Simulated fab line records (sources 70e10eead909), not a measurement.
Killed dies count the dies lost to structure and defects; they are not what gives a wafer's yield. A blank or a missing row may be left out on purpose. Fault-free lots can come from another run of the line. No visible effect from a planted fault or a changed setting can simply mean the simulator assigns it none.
fab line records	flow nand-harc
record lots=6	wafers=18	last-day=34
route steps=1302 shown A_BLC@1132 A_M0@1137 END@1302
lots untouched by any fault: they come from a run of this same line in which no faults occurred
start-h: start of the lot's first displayed wafer, in hours after the record's first day	wait-h: time in hours since the lot's previous step	" as in the row above	L1.1+2: one row covering several wafers at once	- value missing, or start not given	* or withheld: withheld	< > ~ a bound
route shown NAME@n: a module of which the file shows steps, and the number in the route of the first	usual: average and standard deviation across the fault-free wafers	same: alike in all rows	chamber/n: place in a boat	sites: each site's reading	_std_site: the standard deviation of these	_edge_site: mean of outer sites minus mean of inner sites	radius-mm: for every site, how far away it sits from the centre of the wafer	mask NAME#n: copy n	behind: the tool/chamber that last shaped the wafer	hold: the reason the lot was held/the length of the hold in hours/how it ended	device: whichever transistor did not switch (one of n, p or np)	end of line: at the end of the route, the tests of the same wafers	a step without rows: its recipe alone	killed: not the wafer's yield, but the dies lost to structure and defects at the first sort	map: dies across one wafer; x = killed, . = not, _ = none there
set.NAME: the setting the step ran with; set.NAME@STEP: the setting that earlier step ran with	model.NAME: the simulator's own value behind a step, which no gauge read
a table for each step, a row for each wafer; lots at some steps of the route
services: the hour from which a tool's chamber was out of use, counted from the record's first day as start-h (under 0 if before that day), plus the number of hours and why
## steps
# step NHARC_A_BLC_CVD_24
# recipe target-thk-a=1500	temp-c=300	pressure-torr=40	wf6-flow-sccm=40	h2-flow-sccm=1600	ar-flow-sccm=1560	time-s=434	material=W
# usual chamber-pressure-Torr=40.01/0.083	heater-power-w=459/37	throttle-valve-pct=7.99/0.28
lot.wafer	tool	chamber	start-h	wait-h	chamber-pressure-Torr	heater-power-w	throttle-valve-pct
L406.4	cvd-w-02	1	-	-	39.90	473	8.04
L406.5	"	0	"	"	39.96	518	8.27
L406.6	"	1	"	"	39.74	462	8.20
L403.1	cvd-w-01	0	-	-	39.94	413	7.86
L403.6	"	0	"	"	40.05	425	7.66
L403.5	"	1	"	"	39.85	417	7.78
L410.3	cvd-w-01	0	-	-	39.99	421	7.80
L410.6	"	1	"	"	39.97	428	7.69
L410.5	"	0	"	"	40.08	417	7.93
L413.2	cvd-w-02	0	-	-	39.99	480	8.36
L413.4	"	0	"	"	40.00	471	8.29
L413.6	"	0	"	"	39.98	477	8.35
L416.1	cvd-w-01	1	-	-	39.92	423	7.84
L416.3	"	0	"	"	40.03	425	7.73
L416.6	"	0	"	"	40.03	413	7.78
L423.2	cvd-w-01	1	-	-	40.06	427	7.94
L423.1	"	0	"	"	40.04	422	7.91
L423.4	"	1	"	"	40.16	432	7.82
# step NHARC_A_BLC_CMP_25
# recipe t-overpolish-s=30	target-thk-nm=150
# usual motor-current-A=12.1/1.4	overpolish-run-s=30.000/0.0087	time-to-endpoint-s=31.0/2.7
lot.wafer	tool	chamber	start-h	wait-h	motor-current-A	overpolish-run-s	time-to-endpoint-s
L406.4	cmp-04	1	593.70	0.3	11.9	29.999	30.5
L406.5	"	3	"	"	12.8	30.001	32.5
L406.6	"	0	"	"	11.1	30.003	30.9
L403.1	cmp-04	3	598.16	0.5	12.9	29.999	29.8
L403.5	"	1	"	"	11.5	30.017	32.4
L403.6	"	2	"	"	10.7	30.005	34.8
L410.3	cmp-03	1	635.79	0.3	13.7	30.001	31.5
L410.5	"	2	"	"	14.4	30.014	29.0
L410.6	"	3	"	"	10.6	30.003	31.3
L413.4	cmp-02	3	650.67	0.3	11.8	30.000	26.9
L413.2	"	0	"	"	14.9	30.000	25.5
L413.6	"	2	"	"	11.9	30.020	28.2
L416.1	cmp-04	0	698.88	0.5	11.4	29.994	28.9
L416.3	"	1	"	"	11.9	29.987	29.9
L416.6	"	3	"	"	12.9	29.989	33.5
L423.2	cmp-03	1	766.51	0.5	14.3	30.007	30.4
L423.4	"	2	"	"	14.3	30.000	30.7
L423.1	"	3	"	"	10.8	30.006	31.2
# step NHARC_A_BLC_SRD_27
# step NHARC_A_BLC_INSPECT_28
# usual raw-defect-count=535/120
lot.wafer	tool	chamber	start-h	wait-h	raw-defect-count
L406.4	defect-inspect-01	-	594.06	0.1	639
L406.5	"	-	"	"	472
L406.6	"	-	"	"	637
L403.1	defect-inspect-01	-	598.51	0.1	375
L403.5	"	-	"	"	444
L403.6	"	-	"	"	467
L410.3	defect-inspect-02	-	636.12	0.1	719
L410.5	"	-	"	"	750
L410.6	"	-	"	"	880
L413.2	defect-inspect-02	-	651.04	0.1	626
L413.4	"	-	"	"	523
L413.6	"	-	"	"	510
L416.1	defect-inspect-01	-	699.23	0.1	446
L416.3	"	-	"	"	481
L416.6	"	-	"	"	456
L423.1	defect-inspect-02	-	766.89	0.1	554
L423.2	"	-	"	"	400
L423.4	"	-	"	"	616
# step NHARC_A_M0_DEP_00
# recipe target-thk-a=1500	target-thk-nm=150	temp-c=withheld	pressure-torr=5	flow-sccm=200	rf-w=600	material=SiOC
# step NHARC_A_M0_DEHYDRATE_01
# recipe temp-c=150	time-s=120
# step NHARC_A_M0_HMDS_02
# recipe time-s=30
# step NHARC_A_M0_COAT_33
# recipe temp-c=200	time-s=65
# step NHARC_A_M0_COAT_03
# recipe spin-rpm=1500	resist-thk-nm=90
# step NHARC_A_M0_SOFTBAKE_04
# recipe temp-c=105	time-s=55
# step NHARC_A_M0_EBR_05
# step NHARC_A_M0_EXPOSE_06
# recipe na=1.35	target-cd-nm=80	dose-mj=83.25	mask-id=A_M0
# usual exposure-dose-mJ-cm2=83.25/0.083
lot.wafer	tool	chamber	start-h	wait-h	mask	exposure-dose-mJ-cm2
L406.4	arfi-scanner-03	0	594.71	-	A_M0#0	83.18
L406.5	"	0	"	"	A_M0#0	83.33
L406.6	"	0	"	"	A_M0#0	83.22
L403.1	arfi-scanner-02	0	599.27	-	A_M0#0	83.32
L403.5	"	0	"	"	A_M0#0	83.20
L403.6	"	0	"	"	A_M0#0	83.14
L410.3	arfi-scanner-02	0	636.89	-	A_M0#0	89.58
L410.5	"	0	"	"	A_M0#0	89.60
L410.6	"	0	"	"	A_M0#0	89.51
L413.2	arfi-scanner-02	0	651.68	-	A_M0#0	88.26
L413.4	"	0	"	"	A_M0#0	88.25
L413.6	"	0	"	"	A_M0#0	88.24
L416.1	arfi-scanner-01	0	699.99	-	A_M0#0	83.31
L416.3	"	0	"	"	A_M0#0	83.25
L416.6	"	0	"	"	A_M0#0	83.26
L423.1	arfi-scanner-01	0	767.65	-	A_M0#0	83.34
L423.2	"	0	"	"	A_M0#0	83.31
L423.4	"	0	"	"	A_M0#0	83.23
# step NHARC_A_M0_PEB_07
# recipe peb-temp-c=100	peb-time-s=65
# step NHARC_A_M0_DEVELOP_08
# recipe develop-time-s=35	dev-temp-c=23
# step NHARC_A_M0_CD_MEAS_09
# recipe target-cd-nm=80	landing-energy-ev=500
# usual cd-nm=80.1/0.71
lot.wafer	tool	chamber	start-h	wait-h	cd-nm
L406.4	cd-sem-03	0	594.85	-	79.4
L406.5	"	0	"	"	80.7
L406.6	"	0	"	"	80.2
L403.1	cd-sem-03	0	599.41	-	79.3
L403.5	"	0	"	"	79.4
L403.6	"	0	"	"	79.6
L410.3	cd-sem-01	0	637.02	-	86.3
L410.5	"	0	"	"	85.5
L410.6	"	0	"	"	85.8
L413.2	cd-sem-01	0	651.82	-	83.3
L413.4	"	0	"	"	83.5
L413.6	"	0	"	"	83.7
L416.1	cd-sem-03	0	700.13	-	80.4
L416.3	"	0	"	"	80.7
L416.6	"	0	"	"	80.6
L423.1	cd-sem-02	0	767.79	-	79.6
L423.2	"	0	"	"	79.6
L423.4	"	0	"	"	79.5
# step NHARC_A_M0_OVL_MEAS_10
# recipe pitch-nm=160
# usual overlay-x-nm=0.0/0.74	overlay-y-nm=0.2/0.75
lot.wafer	tool	chamber	start-h	wait-h	overlay-x-nm	overlay-y-nm
L406.4	overlay-01	-	594.93	-	0.5	0.8
L406.5	"	-	"	"	-0.5	1.0
L406.6	"	-	"	"	0.1	0.7
L403.1	overlay-02	-	599.50	-	-2.0	0.2
L403.5	"	-	"	"	-2.0	-0.1
L403.6	"	-	"	"	-2.0	-0.1
L410.3	overlay-02	-	637.11	-	-0.1	-0.8
L410.5	"	-	"	"	0.5	-1.1
L410.6	"	-	"	"	-0.4	-1.2
L413.2	overlay-01	-	651.90	-	-0.1	0.4
L413.4	"	-	"	"	-0.6	0.5
L413.6	"	-	"	"	-0.4	0.7
L416.1	overlay-02	-	700.22	-	-0.2	-0.3
L416.3	"	-	"	"	-0.1	-0.1
L416.6	"	-	"	"	-0.3	-0.4
L423.1	overlay-02	-	767.88	-	0.1	0.6
L423.2	"	-	"	"	-0.3	1.0
L423.4	"	-	"	"	0.0	1.0
# step NHARC_A_M0_INSPECT_11
# usual raw-defect-count=89/38
lot.wafer	tool	chamber	start-h	wait-h	raw-defect-count
L406.4	defect-inspect-01	-	594.97	0.0	103
L406.5	"	-	"	"	101
L406.6	"	-	"	"	90
L403.1	defect-inspect-02	-	599.53	0.0	78
L403.5	"	-	"	"	62
L403.6	"	-	"	"	54
L410.3	defect-inspect-02	-	637.14	0.0	119
L410.5	"	-	"	"	125
L410.6	"	-	"	"	124
L413.2	defect-inspect-01	-	651.94	0.0	119
L413.4	"	-	"	"	147
L413.6	"	-	"	"	114
L416.1	defect-inspect-01	-	700.26	0.0	110
L416.3	"	-	"	"	116
L416.6	"	-	"	"	121
L423.1	defect-inspect-01	-	767.91	0.0	101
L423.2	"	-	"	"	100
L423.4	"	-	"	"	93
# step NHARC_A_M0_DESCUM_14
# recipe time-s=3	o2-flow-sccm=200	ar-flow-sccm=0	bias-power-w=0	chemistry=O2
# usual drypump-motor-current-A=5.7/0.64	oes-product-au=0.998/0.011	rf-vpp-V=57.7/0.85	showerhead-plenum-p-Torr=1.90/0.075	throttle-valve-pct=11.311/0.0087
lot.wafer	tool	chamber	start-h	wait-h	drypump-motor-current-A	oes-product-au	rf-hours-counter-h	rf-vpp-V	showerhead-plenum-p-Torr	throttle-valve-pct	model.A_M0.cd-nm
L406.4	rie-diel-06	0	595.04	0.1	5.9	0.995	6.2	58.5	1.95	11.309	79.7
L406.6	"	2	"	"	5.2	1.016	-	56.7	1.77	11.302	80.49
L406.5	"	3	"	"	6.2	1.004	-	57.7	1.96	11.322	79.8
L403.1	rie-diel-06	2	599.61	0.1	5.2	1.011	7.7	55.1	1.77	11.310	80.12
L403.5	"	1	"	"	5.1	0.988	-	58.6	1.96	11.322	78.32
L403.6	"	2	"	"	5.2	1.005	-	57.1	1.77	11.321	80.57
L410.3	rie-diel-13	1	637.20	0.1	4.7	0.987	6.3	58.8	1.82	11.302	85.93
L410.5	"	1	"	"	4.7	0.992	-	57.7	1.82	11.293	85.19
L410.6	"	2	"	"	5.8	0.999	-	58.1	1.91	11.314	86.41
L413.2	rie-diel-06	2	652.01	0.1	5.2	0.989	12.3	57.6	1.77	11.306	83.72
L413.4	"	0	"	"	5.9	0.987	9.7	58.4	1.95	11.296	82.8
L413.6	"	2	"	"	5.2	0.997	-	57.2	1.77	11.309	84.11
L416.1	rie-diel-06	0	700.32	0.1	5.9	0.978	1.2	57.6	1.95	11.289	80.28
L416.3	"	3	"	"	6.2	1.003	1.9	58.7	1.96	11.317	80.69
L416.6	"	0	"	"	5.9	0.983	-	57.1	1.95	11.308	80.28
L423.1	rie-diel-10	3	767.98	0.1	6.4	1.007	8.0	58.6	1.79	11.307	80.04
L423.2	"	1	"	"	5.2	1.009	8.7	56.8	1.94	11.301	80.45
L423.4	"	2	"	"	6.4	1.000	8.2	58.4	1.89	11.319	79.94
# step NHARC_A_M0_ETCH_34
# recipe target-depth-a=400	overetch-a=120	time-s=43.94	ion-energy-ev=200	n2-flow-sccm=150	h2-flow-sccm=150	ar-flow-sccm=0	rf-w=400	bias-w=150	chemistry=N2/H2
# usual drypump-motor-current-A=5.7/0.65	oes-product-au=0.998/0.01	rf-vpp-V=430.1/2.4	showerhead-plenum-p-Torr=2.03/0.084	throttle-valve-pct=14.171/0.0087
lot.wafer	tool	chamber	start-h	wait-h	drypump-motor-current-A	oes-product-au	rf-hours-counter-h	rf-vpp-V	showerhead-plenum-p-Torr	throttle-valve-pct
L406.4	rie-diel-06	2	595.11	0.1	5.2	1.020	7.1	426.8	1.89	14.164
L406.6	"	2	"	"	5.2	1.021	-	425.9	1.88	14.181
L406.5	"	3	"	"	6.2	1.003	-	432.9	2.09	14.165
L403.1	rie-diel-06	1	599.70	0.1	5.1	0.999	5.5	432.3	2.09	14.178
L403.6	"	1	"	"	5.0	0.998	-	431.5	2.09	14.177
L403.5	"	0	"	"	5.9	0.990	-	430.1	2.08	14.196
L410.3	rie-diel-13	2	637.29	0.1	5.9	0.986	5.8	430.7	2.04	14.167
L410.5	"	1	"	"	4.7	0.985	-	427.8	1.94	14.159
L410.6	"	2	"	"	5.9	0.990	-	430.2	2.04	14.170
L413.2	rie-diel-06	1	652.08	0.1	5.1	1.006	9.1	431.8	2.09	14.172
L413.4	"	0	"	"	5.9	1.004	9.7	430.8	2.08	14.181
L413.6	"	1	"	"	5.1	1.003	-	432.2	2.09	14.170
L416.1	rie-diel-06	1	700.40	0.1	5.0	1.000	2.5	432.7	2.09	14.164
L416.3	"	2	"	"	5.2	1.013	1.9	426.6	1.88	14.162
L416.6	"	1	"	"	5.0	1.004	-	432.9	2.09	14.177
L423.4	rie-diel-10	1	768.06	0.1	5.2	1.010	8.7	430.0	2.07	14.174
L423.2	"	2	"	"	6.4	0.993	8.2	429.8	2.02	14.174
L423.1	"	3	"	"	6.4	1.006	8.0	427.7	1.90	14.162
# step NHARC_A_M0_ETCH_15
# recipe target-depth-a=1500	overetch-a=150	time-s=82.5	c4f8-flow-sccm=withheld	ar-flow-sccm=400	rf-w=600	bias-w=300	chemistry=C4F8/Ar
# usual oes-product-au=0.945/0.021	rf-vpp-V=440.3/2.4
lot.wafer	tool	chamber	start-h	wait-h	oes-product-au	rf-hours-counter-h	rf-vpp-V	model.A_M0.cd-nm
L406.4	rie-diel-06	2	-	-	0.941	7.2	437.1	79.3
L406.6	"	0	"	"	0.923	-	441.5	80.23
L406.5	"	1	"	"	0.935	-	440.8	79.73
L403.1	rie-diel-06	2	-	-	0.945	7.8	438.0	79.64
L403.6	"	2	"	"	0.947	-	436.1	79.99
L403.5	"	0	"	"	0.925	-	442.4	78.31
L410.3	rie-diel-13	0	-	-	0.934	4.7	444.8	85.68
L410.5	"	1	"	"	0.915	-	438.8	85.04
L410.6	"	2	"	"	0.913	-	441.6	86.08
L413.2	rie-diel-06	1	-	-	0.922	9.2	442.6	83.28
L413.4	"	3	"	"	0.917	11.2	442.2	83.07
L413.6	"	1	"	"	0.933	-	444.4	83.77
L416.3	rie-diel-06	1	-	-	0.945	2.5	443.9	80.88
L416.1	"	2	"	"	0.966	2.0	436.0	79.89
L416.6	"	1	"	"	0.950	-	441.7	79.73
L423.2	rie-diel-10	2	-	-	0.983	8.3	441.8	80.3
L423.4	"	3	"	"	0.975	8.0	438.4	80.04
L423.1	"	0	"	"	0.957	8.5	438.3	79.81
# step NHARC_A_M0_CD_MEAS_16
# usual cd-nm=79.9/0.91
lot.wafer	tool	chamber	start-h	wait-h	cd-nm
L406.4	cd-sem-02	-	595.33	-	79.1
L406.5	"	-	"	"	79.5
L406.6	"	-	"	"	79.9
L403.1	cd-sem-03	-	599.93	-	80.1
L403.5	"	-	"	"	78.5
L403.6	"	-	"	"	79.9
L410.3	cd-sem-02	-	637.51	-	86.1
L410.5	"	-	"	"	85.0
L410.6	"	-	"	"	86.3
L413.2	cd-sem-01	-	652.30	-	83.2
L413.4	"	-	"	"	82.6
L413.6	"	-	"	"	83.8
L416.1	cd-sem-03	-	700.62	-	80.1
L416.3	"	-	"	"	80.8
L416.6	"	-	"	"	79.8
L423.1	cd-sem-02	-	768.27	-	79.7
L423.2	"	-	"	"	80.4
L423.4	"	-	"	"	80.3
# step NHARC_A_M0_STRIP_18
# recipe power-w=1000	n2-flow-sccm=150	h2-flow-sccm=150	ar-flow-sccm=0	bias-w=0	chemistry=N2/H2
# usual drypump-motor-current-A=5.7/0.67	oes-product-au=0.999/0.0095	rf-vpp-V=90.6/0.99	showerhead-plenum-p-Torr=2.03/0.083	throttle-valve-pct=14.170/0.0088
lot.wafer	tool	chamber	start-h	wait-h	drypump-motor-current-A	oes-product-au	rf-hours-counter-h	rf-vpp-V	showerhead-plenum-p-Torr	throttle-valve-pct
L406.4	rie-diel-06	1	595.47	0.1	5.0	1.009	5	90.9	2.09	14.180
L406.6	"	2	"	"	5.2	1.008	-	89.9	1.89	14.175
L406.5	"	3	"	"	6.2	1.005	-	90.4	2.09	14.163
L403.1	rie-diel-13	3	600.01	0.1	6.7	1.006	3	91.6	2.11	14.168
L403.5	"	3	"	"	6.7	0.998	-	91.9	2.11	14.162
L403.6	"	2	"	"	5.9	0.995	-	91.0	2.04	14.168
L410.3	rie-diel-06	0	637.65	0.1	5.9	0.991	10	91.1	2.08	14.164
L410.5	"	1	"	"	5.1	0.995	-	90.4	2.09	14.187
L410.6	"	2	"	"	5.2	0.998	-	89.2	1.88	14.165
L413.4	rie-diel-10	3	652.37	0.1	6.4	0.991	2	89.9	1.90	14.178
L413.2	"	0	"	"	5.7	0.996	1	89.8	1.96	14.163
L413.6	"	0	"	"	5.7	1.009	-	90.5	1.96	14.171
L416.3	rie-diel-10	3	700.74	0.1	6.3	0.996	4	90.0	1.90	14.182
L416.1	"	0	"	"	5.7	1.001	4	89.0	1.95	14.171
L416.6	"	2	"	"	6.4	1.010	-	90.0	2.02	14.177
L423.2	rie-diel-13	0	768.35	0.1	5.0	1.007	2	92.0	2.15	14.175
L423.4	"	1	"	"	4.7	1.007	3	90.3	1.94	14.168
L423.1	"	3	"	"	6.7	0.993	2	90.6	2.10	14.178
# step NHARC_END_SORT_01
# recipe temp-c=25
# usual defect-limited-yield=91/3	killed-at-array=56/21	killed-at-other=0.8/1	killed-at-periphery=3.6/2.8	killed-dies=60/20	killed-open=3.2/1.9	killed-short=2.4/1.6
# same gross-dies=677
lot.wafer	tool	chamber	start-h	wait-h	defect-limited-yield[%]	killed-at-array	killed-at-other	killed-at-periphery	killed-dies	killed-open	killed-short
L406.4	prober-01	0	633.94	3.4	91	54	2	3	59	2	3
L406.5	prober-01	0	634.73	3.7	91	58	1	0	59	2	0
L406.6	prober-01	0	635.53	4.0	90	67	2	2	71	1	0
L403.1	prober-02	0	639.42	2.5	92	44	5	5	54	2	3
L403.5	prober-02	0	642.60	3.7	93	42	1	5	48	3	1
L403.6	prober-02	0	643.40	4.0	94	39	2	2	43	6	1
L410.3	prober-01	0	680.34	3.1	89	68	1	3	72	2	1
L410.5	prober-01	0	681.93	3.7	86	96	0	1	97	2	3
L410.6	prober-01	0	682.73	4.0	89	66	1	6	73	1	0
L413.2	prober-01	0	697.46	2.8	88	73	1	6	80	6	0
L413.4	prober-01	0	699.08	3.4	88	77	0	1	78	4	1
L413.6	prober-01	0	700.70	4.0	88	79	3	0	82	3	2
L416.1	prober-02	0	740.58	2.5	89	69	0	4	73	4	3
L416.3	prober-02	0	742.16	3.1	90	66	0	5	71	2	2
L416.6	prober-02	0	744.55	4.0	89	72	0	5	77	2	5
L423.1	prober-01	0	811.22	2.5	93	46	0	4	50	7	5
L423.2	prober-01	0	812.02	2.8	92	50	2	2	54	1	5
L423.4	prober-01	0	813.62	3.4	91	60	0	2	62	4	1
# killed by level:class
L406.4 A_CHANNEL_HOLE_D1:chamber-film-flake=30 A_SLIT:chamber-film-flake=13 A_CHANNEL_HOLE_D2:chamber-film-flake=2 A_CONTACT:chamber-film-flake=2 THIN_TSV:chamber-film-flake=2 P_GATE:geometric-particle:open=1 P_M0:geometric-particle:open=1 A_SOURCE_PLATE:geometric-particle:short=1
L406.5 A_CHANNEL_HOLE_D1:chamber-film-flake=25 A_SLIT:chamber-film-flake=15 A_CHANNEL_HOLE_D2:chamber-film-flake=10 A_STAIRCASE:chamber-film-flake=3 A_ZERO_WELL:chamber-film-flake=2 A_ONON_D1:geometric-particle:open=1 A_SGD_CUT:geometric-particle:open=1 A_WL_FILL:chamber-film-flake=1
L406.6 A_CHANNEL_HOLE_D1:chamber-film-flake=35 A_SLIT:chamber-film-flake=20 A_CHANNEL_HOLE_D2:chamber-film-flake=5 A_M1:chamber-film-flake=3 P_ZERO_WELL:chamber-film-flake=2 THIN_TSV:chamber-film-flake=2 A_ONON_D1:geometric-particle:open=1 A_ZERO_WELL:chamber-film-flake=1
L403.1 A_SLIT:chamber-film-flake=30 A_CHANNEL_HOLE_D2:chamber-film-flake=5 THIN_TSV:chamber-film-flake=5 A_STAIRCASE:chamber-film-flake=3 A_CHANNEL_FILL_D2:geometric-particle:short=2 A_DECK1_JOINT:chamber-film-flake=2 P_GATE:geometric-particle:short=1 P_GATE:geometric-particle:open=1
L403.5 A_SLIT:chamber-film-flake=25 A_CHANNEL_HOLE_D2:chamber-film-flake=9 P_ZERO_WELL:chamber-film-flake=5 A_ONON_D1:geometric-particle:open=2 A_CHANNEL_HOLE_D1:chamber-film-flake=2 A_CONTACT:chamber-film-flake=2 A_CHANNEL_HOLE_D2:geometric-particle:short=1 A_CHANNEL_HOLE_D2:geometric-particle:open=1
L403.6 A_SLIT:chamber-film-flake=18 A_CHANNEL_HOLE_D2:chamber-film-flake=11 THIN_TSV:chamber-film-flake=2 P_CONTACT:geometric-particle:open=1 P_M2:geometric-particle:open=1 A_ONON_D2:geometric-particle:open=1 A_WL_FILL:geometric-particle:short=1 A_WL_FILL:geometric-particle:open=1
L410.3 A_CHANNEL_HOLE_D1:chamber-film-flake=31 A_SLIT:chamber-film-flake=12 A_BONDPAD:chamber-film-flake=4 A_CONTACT:chamber-film-flake=4 A_CHANNEL_FILL_D1:chamber-film-flake=3 A_SGD_CUT:chamber-film-flake=3 A_WL_FILL:chamber-film-flake=3 P_BONDPAD:chamber-film-flake=2
L410.5 A_SLIT:chamber-film-flake=37 A_CHANNEL_HOLE_D1:chamber-film-flake=32 A_CONTACT:chamber-film-flake=5 A_STAIRCASE:chamber-film-flake=4 A_ZERO_WELL:chamber-film-flake=3 A_ONON_D2:geometric-particle:short=2 A_CHANNEL_FILL_D1:chamber-film-flake=2 A_CHANNEL_HOLE_D2:chamber-film-flake=2
L410.6 A_CHANNEL_HOLE_D1:chamber-film-flake=28 A_SLIT:chamber-film-flake=18 A_STAIRCASE:chamber-film-flake=6 P_BONDPAD:chamber-film-flake=4 A_CONTACT:chamber-film-flake=4 A_CHANNEL_HOLE_D2:chamber-film-flake=3 A_WL_FILL:chamber-film-flake=2 P_M0:geometric-particle:open=1
L413.2 A_CHANNEL_HOLE_D1:chamber-film-flake=31 A_SLIT:chamber-film-flake=20 A_CONTACT:chamber-film-flake=8 P_STI:chamber-film-flake=3 A_CHANNEL_HOLE_D2:chamber-film-flake=3 A_STAIRCASE:chamber-film-flake=3 A_WL_FILL:chamber-film-flake=3 A_ONON_D1:geometric-particle:open=2
L413.4 A_CHANNEL_HOLE_D1:chamber-film-flake=30 A_SLIT:chamber-film-flake=20 A_CONTACT:chamber-film-flake=9 A_CHANNEL_HOLE_D2:chamber-film-flake=8 A_STAIRCASE:chamber-film-flake=4 A_CHANNEL_FILL_D1:geometric-particle:open=2 A_CHANNEL_FILL_D2:geometric-particle:open=1 A_SGD_CUT:geometric-particle:short=1
L413.6 A_SLIT:chamber-film-flake=35 A_CHANNEL_HOLE_D1:chamber-film-flake=28 A_CONTACT:chamber-film-flake=7 STARTING-WAFER:geometric-particle:open=2 A_STAIRCASE:chamber-film-flake=2 A_WL_FILL:chamber-film-flake=2 A_SOURCE_PLATE:geometric-particle:open=1 A_ONON_D1:geometric-particle:short=1
L416.1 A_CHANNEL_HOLE_D1:chamber-film-flake=30 A_SLIT:chamber-film-flake=17 A_STAIRCASE:chamber-film-flake=8 P_GATE:chamber-film-flake=3 A_WL_FILL:chamber-film-flake=3 A_CONTACT:chamber-film-flake=3 P_GATE:geometric-particle:open=1 A_ONON_D1:geometric-particle:short=1
L416.3 A_CHANNEL_HOLE_D1:chamber-film-flake=32 A_SLIT:chamber-film-flake=17 A_CONTACT:chamber-film-flake=6 P_GATE:chamber-film-flake=5 A_STAIRCASE:chamber-film-flake=5 A_SOURCE_PLATE:geometric-particle:short=1 A_STAIRCASE:geometric-particle:open=1 A_M0:geometric-particle:short=1
L416.6 A_CHANNEL_HOLE_D1:chamber-film-flake=29 A_SLIT:chamber-film-flake=25 A_CONTACT:chamber-film-flake=7 P_GATE:chamber-film-flake=3 A_ONON_D2:geometric-particle:short=2 A_STAIRCASE:chamber-film-flake=2 P_M0:geometric-particle:open=1 P_M0:geometric-particle:short=1
L423.1 A_SLIT:chamber-film-flake=15 A_CHANNEL_HOLE_D2:chamber-film-flake=13 A_CONTACT:chamber-film-flake=5 A_CHANNEL_FILL_D2:geometric-particle:open=2 A_M1:chamber-film-flake=2 P_CONTACT:geometric-particle:short=1 P_M0:geometric-particle:short=1 P_M0:geometric-particle:open=1
L423.2 A_CHANNEL_HOLE_D2:chamber-film-flake=21 A_SLIT:chamber-film-flake=19 A_WL_FILL:geometric-particle:short=2 A_CONTACT:chamber-film-flake=2 A_M1:chamber-film-flake=2 THIN_TSV:chamber-film-flake=2 P_STI:geometric-particle:short=1 A_CHANNEL_HOLE_D1:geometric-particle:open=1
L423.4 A_CHANNEL_HOLE_D2:chamber-film-flake=30 A_SLIT:chamber-film-flake=20 A_M1:chamber-film-flake=4 A_CONTACT:chamber-film-flake=3 P_CONTACT:geometric-particle:open=1 P_M0:geometric-particle:open=1 A_CHANNEL_FILL_D2:geometric-particle:open=1 A_M0:geometric-particle:open=1
## services
tool	chamber	start-h	hours	kind
rie-diel-10	0	577.14	2.6	repair
rie-diel-06	0	578.65	3.5	repair
cvd-w-01	0	581.55	9.1	repair
rie-diel-10	2	586.33	5.4	repair
cmp-03	-	589.17	1.4	repair
arfi-scanner-01	-	596.00	4.0	pm
rie-diel-10	-	596.53	9.0	pm
rie-diel-06	3	597.77	2.8	repair
cmp-04	-	601.19	4.0	pm
cvd-w-01	-	608.11	0.6	repair
cmp-03	-	622.86	3.5	repair
cvd-w-02	-	631.00	13.0	pm
cvd-w-01	1	651.62	5.7	repair
cmp-03	-	652.06	4.0	pm
arfi-scanner-02	-	656.00	4.0	pm
rie-diel-06	-	661.20	9.0	pm
rie-diel-13	-	696.00	9.0	pm
cmp-04	-	699.19	4.0	pm
cmp-03	-	700.91	3.6	repair
cmp-03	-	717.26	1.6	repair
arfi-scanner-02	-	720.78	2.1	repair
rie-diel-06	1	727.89	3.4	repair
cvd-w-01	-	728.00	13.0	pm
rie-diel-06	2	736.32	7.6	repair
## key
first-sign step=NHARC_A_M0_EXPOSE_06	reading=exposure-dose-mJ-cm2	direction=up	sigmas=68	usual=83.25	struck=88.91
effect step=NHARC_A_M0_CD_MEAS_09	reading=cd-nm	direction=up	sigmas=6.5	usual=80.1	struck=84.7	through=control-loop
effect step=NHARC_A_M0_CD_MEAS_16	reading=cd-nm	direction=up	sigmas=5	usual=79.9	struck=84.5	through=control-loop
model-effect step=NHARC_A_M0_DESCUM_14	value=A_M0.cd-nm	without=80.4	struck=84.69
model-effect step=NHARC_A_M0_ETCH_15	value=A_M0.cd-nm	without=80.2	struck=84.48
met-at NHARC_A_M0_EXPOSE_06
struck-wafers L410.3,L410.5,L410.6,L413.2,L413.4,L413.6
loop-trim step=NHARC_A_M0_EXPOSE_06	setting=dose	lots=L413
onset-between 599.27 636.89
fault kind=process-parameter-drift	tool=arfi-scanner-02	chamber=-	onset-h=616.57	steps=NHARC_A_M0_EXPOSE_06	channel=dose-mj	offset=6.2763	shape=step	acts-in=these-recipes-only	stated=83.25
# loop-trim: a control loop set the setting to another value than it would have without faults
